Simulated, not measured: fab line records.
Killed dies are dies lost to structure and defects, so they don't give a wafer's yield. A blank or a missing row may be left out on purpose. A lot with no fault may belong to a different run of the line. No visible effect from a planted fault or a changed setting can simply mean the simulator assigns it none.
Which of the tools did it? | flow nand-harc | 11 lots, 33 wafers sampled, at 2 steps of a route of 1302

WHAT THE GAUGES SHOWED, per wafer
NHARC_P_ZERO_WELL_CD_MEAS_11 targets a cd of 500 nm.
lot  | measured     | on        | cd-nm (nm)
L421 | day 3 13:07  | cd-sem-03 | 500.7 503.5 501.5
L422 | day 3 23:18  | cd-sem-01 | 501.3 498.8 500.3
L423 | day 4 09:13  | cd-sem-03 | 512.4 510.9 510.7
L424 | day 4 19:26  | cd-sem-01 | 498.8 497.2 500.9
L425 | day 5 05:19  | cd-sem-01 | 509.3 511.0 507.7
L433 | day 8 13:15  | cd-sem-03 | 503.0 501.9 501.0
L434 | day 8 23:14  | cd-sem-02 | 500.6 500.6 502.0
L437 | day 10 05:16 | cd-sem-02 | 498.3 497.4 500.7
L438 | day 10 15:14 | cd-sem-01 | 501.7 503.8 500.6
L439 | day 11 01:07 | cd-sem-02 | 504.6 503.4 502.7
L440 | day 11 11:14 | cd-sem-03 | 501.0 497.9 500.1

WHICH TOOL RAN EACH LOT (tool, then ch and the chambers of the sampled wafers, then the start)
lot  | NHARC_P_ZERO_WELL_SOFTBAKE_06
L421 | litho-track-02 ch 0, day 3 12:00
L422 | litho-track-02 ch 0, day 3 22:00
L423 | litho-track-02 ch 0, day 4 08:00
L424 | litho-track-03 ch 0, day 4 19:00
L425 | litho-track-02 ch 0, day 5 04:00
L433 | litho-track-05 ch 0, day 8 12:00
L434 | litho-track-03 ch 0, day 8 22:00
L437 | litho-track-02 ch 0, day 10 04:00
L438 | litho-track-03 ch 0, day 10 14:00
L439 | litho-track-02 ch 0, day 11 00:00
L440 | litho-track-05 ch 0, day 11 10:00
- NHARC_P_ZERO_WELL_SOFTBAKE_06: time 70 s.

THE ANSWER, worked out from the rows above alone
Rule: the usual values come from the lots themselves. Put in order of their means at a reading, lots are off if they are a third of the lots or fewer, leave a main group of 4 or more, and stand apart from it by a gap of 3 or more times the standard deviation of the main group's means; of several such gaps the widest counts. Not used: any main group whose means are identical at the precision the tables above print for the reading. Also off: a lot with no number at a reading for which 4 or more lots have one. The other lots that the step has rows for count as sound.
Off: L423, L425, at NHARC_P_ZERO_WELL_CD_MEAS_11 (cd-nm). Main group: mean 500.9 nm, sd 1.5.
If a tool, at a process step before that reading, ran all the lots that are off and no sound lot after the first of them, it fits. Gauges at NHARC_P_ZERO_WELL_CD_MEAS_11: tried the same way as those tools. Not one of the candidates tried fits.

WHAT THE SIMULATOR PUT IN
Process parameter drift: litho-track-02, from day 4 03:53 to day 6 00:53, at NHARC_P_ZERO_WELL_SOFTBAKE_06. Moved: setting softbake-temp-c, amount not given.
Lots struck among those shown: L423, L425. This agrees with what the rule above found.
